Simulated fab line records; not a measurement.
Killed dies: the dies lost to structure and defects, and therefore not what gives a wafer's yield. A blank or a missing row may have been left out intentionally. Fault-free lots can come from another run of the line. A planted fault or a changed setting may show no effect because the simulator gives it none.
Check for tools in common + flow n5Finfet + 10 lots and 30 wafers in the sample

== REASON FOR OPENING ==
At N5_MIM_BOT_LITHO_OVL_MEAS_11 the reading MIM_BOT_OVL is flagged on 2 of 10 lots. No-fault wafers: 0 nm, standard deviation 5.8.
Rule: flag the lot when none of its wafers has a number, or when each of its wafers that has one lies beyond 4 standard deviations from that mean. All remaining lots are regarded as sound.

| lot  | measured     | on         | MIM_BOT_OVL (nm), wafer by wafer | flag    |
|------|--------------|------------|----------------------------------|---------|
| L759 | day 13 02:57 | overlay-01 | 3 1 10                           |         |
| L761 | day 13 05:58 | overlay-02 | 7 6 14                           |         |
| L762 | day 14 03:13 | overlay-01 | 7 2 0                            |         |
| L764 | day 15 07:07 | overlay-02 | 1 6 11                           |         |
| L768 | day 16 20:43 | overlay-01 | -1 -6 4                          |         |
| L765 | day 17 14:01 | overlay-02 | 545 550 553                      | FLAGGED |
| L770 | day 17 14:14 | overlay-01 | 555 556 555                      | FLAGGED |
| L776 | day 19 08:12 | overlay-02 | -8 -3 -4                         |         |
| L779 | day 19 08:18 | overlay-01 | -9 3 -3                          |         |
| L777 | day 19 12:34 | overlay-02 | -3 -8 -5                         |         |
The numbers of the flagged lots are 552 nm on average: +552 nm against the usual, or +95 standard deviations.

== TOOL THAT RAN EACH LOT ==
The record holds 2 process steps before the reading, out of a route of 1938 steps. Read each cell as the tool, then ch plus the chambers that the sampled wafers visited, then the start.
| lot  | flag    | N5_MIM_TOP_ETCH_STRIP_01          | N5_MIM_BOT_LITHO_EXPOSE_05       |
|------|---------|-----------------------------------|----------------------------------|
| L759 |         | rieDiel-06 ch 0,1, day 13 02:22   | krfScanner-01 ch 0, day 13 02:45 |
| L761 |         | rieDiel-03 ch 2,3, day 13 05:29   | krfScanner-01 ch 0, day 13 05:46 |
| L762 |         | rieDiel-02 ch 0,2, day 14 02:38   | krfScanner-01 ch 0, day 14 03:00 |
| L764 |         | rieDiel-03 ch 0,1,3, day 15 06:40 | krfScanner-01 ch 0, day 15 06:55 |
| L768 |         | rieDiel-02 ch 0,1,3, day 16 20:09 | krfScanner-01 ch 0, day 16 20:31 |
| L765 | FLAGGED | rieDiel-02 ch 0,2,3, day 17 13:27 | krfScanner-01 ch 0, day 17 13:50 |
| L770 | FLAGGED | rieDiel-02 ch 1,2,3, day 17 13:47 | krfScanner-01 ch 0, day 17 14:01 |
| L776 |         | rieDiel-02 ch 0,2,3, day 19 07:45 | krfScanner-02 ch 0, day 19 07:59 |
| L779 |         | rieDiel-03 ch 0,2, day 19 07:51   | krfScanner-02 ch 0, day 19 08:06 |
| L777 |         | rieDiel-06 ch 0,3, day 19 12:06   | krfScanner-02 ch 0, day 19 12:23 |
These steps, and what they do:
- N5_MIM_TOP_ETCH_STRIP_01: strips in O2.
- N5_MIM_BOT_LITHO_EXPOSE_05: exposes mask MIM BOT.
- N5_MIM_BOT_LITHO_OVL_MEAS_11

== FLAGGED OVER TOTAL, TOOL BY TOOL (the gauges that took the reading come last) ==
| step                         | tool          | lots run | flagged | share of the flagged lots | sound lots run after its first flagged lot |
|------------------------------|---------------|----------|---------|---------------------------|--------------------------------------------|
| N5_MIM_TOP_ETCH_STRIP_01     | rieDiel-02    | 5        | 2       | all                       | 1 (L776)                                   |
| N5_MIM_TOP_ETCH_STRIP_01     | rieDiel-03    | 3        | 0       | none                      | -                                          |
| N5_MIM_TOP_ETCH_STRIP_01     | rieDiel-06    | 2        | 0       | none                      | -                                          |
| N5_MIM_BOT_LITHO_EXPOSE_05   | krfScanner-01 | 7        | 2       | all                       | 0                                          |
| N5_MIM_BOT_LITHO_EXPOSE_05   | krfScanner-02 | 3        | 0       | none                      | -                                          |
| N5_MIM_BOT_LITHO_OVL_MEAS_11 | overlay-01    | 5        | 1       | some                      | 1 (L779)                                   |
| N5_MIM_BOT_LITHO_OVL_MEAS_11 | overlay-02    | 5        | 1       | some                      | 2 (L776,L777)                              |

== THE TABLE: WHAT IT ALLOWS ==
2 rows of the table ran every flagged lot: rieDiel-02 at N5_MIM_TOP_ETCH_STRIP_01, krfScanner-01 at N5_MIM_BOT_LITHO_EXPOSE_05.
- rieDiel-02 at N5_MIM_TOP_ETCH_STRIP_01 ran 5 lots, 2 of them flagged. Lots that were sound ran on it after the first flagged one (L776); a persistent fault on the entire tool would not allow that.
- krfScanner-01 at N5_MIM_BOT_LITHO_EXPOSE_05 ran 7 lots, 2 of them flagged. A fault beginning between L768 (day 16 20:31), its last sound lot, and L765 (day 17 13:50), its first flagged one, fits the data.
One tool is left: krfScanner-01 at N5_MIM_BOT_LITHO_EXPOSE_05.

== WHAT HAD BEEN PUT IN BY THE SIMULATOR ==
Scanner matching overlay: krfScanner-01, from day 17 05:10 on, at N5_MIM_BOT_LITHO_EXPOSE_05. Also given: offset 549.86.
Struck lots among those shown: L765, L770. The rule above reached the same finding.
